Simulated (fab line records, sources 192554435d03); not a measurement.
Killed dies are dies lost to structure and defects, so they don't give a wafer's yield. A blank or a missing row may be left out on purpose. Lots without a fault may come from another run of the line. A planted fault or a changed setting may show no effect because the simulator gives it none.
Problem report in the 8D (eight disciplines) form, filled by code | flow n5_finfet | the parts of the form that need people (team, actions taken, sign-off) are left out

1. THE PROBLEM
plate_temp_C at N5_BEOL_M11_COAT_59 reads a mean of 256.32 C on 6 wafers of 2 lots; wafers without a fault read 250.01 C with a standard deviation of 0.17. That is +37 standard deviations from the usual mean.
The step: time 60 s, resist thk 100 nm.
First seen on wafer L926.1, day 13 16:20, on litho_track-04. The record holds 33 wafers of 11 lots with a number at this step. Rule for "out", or "out of limits": more than 4 standard deviations from the usual mean. The other wafers with a number count as sound.

2. WHAT IT IS AND WHAT IT IS NOT
question                    | is                                 | is not
which readings at this step | plate_temp_C, heater_power_total_W | dispense_pressure_kPa
which lots                  | L925, L926                         | L914, L915, L917, L920, L921, L922, L923, L935, L936
which wafers of those lots  | all that have a number             | -
read on which tools         | litho_track-04                     | litho_track-02, litho_track-03
when                        | from day 13 16:20                  | up to then (21 sound wafers); but 6 sound wafers of L935, L936 came after

3. SUSPECTS, AND WHAT RULES EACH OUT
Counting: a tool at a process step up to the reading stays a suspect if it ran every lot that is out and no sound lot after the first of them.
- litho_track-04 at N5_BEOL_M11_COAT_59 (time 60 s, resist thk 100 nm): kept. It ran every lot that is out, first L926 (day 13 16:20), and no sound lot after that; its last sound lot up to then is L923 (day 13 11:53). Its own readings are out on those wafers: heater_power_total_W, plate_temp_C.
Left after counting: litho_track-04 at N5_BEOL_M11_COAT_59.

4. THE CAUSE (what the simulator had put in)
Process parameter drift: litho_track-04, from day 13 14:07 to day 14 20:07, at N5_BEOL_M11_COAT_59. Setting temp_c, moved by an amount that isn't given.
Counting left only this tool.

5. THE CHAIN OF EFFECTS, in route order
Each row: a reading whose mean over the struck wafers that have a number lies more than 3 standard deviations from the usual. Only readings for which the record gives a usual standard deviation are gone through. hours: the time from each lot's start at the first step in this table that gives one to its start at this step, as a median over the lots. sigmas: the change in usual standard deviations.
hours | step                | reading              | usual    | on struck wafers | change | sigmas
0     | N5_BEOL_M11_COAT_59 | heater_power_total_W | 500.5 W  | 516.4            | +15.9  | +8.8
0     | N5_BEOL_M11_COAT_59 | plate_temp_C         | 250.01 C | 256.32           | +6.31  | +37
The process steps in it:
- N5_BEOL_M11_COAT_59: time 60 s, resist thk 100 nm.

6. WHAT WOULD HAVE CAUGHT IT SOONER
In this record the first reading out of limits was taken at day 13 16:20, 2 hours after the fault began at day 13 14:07.
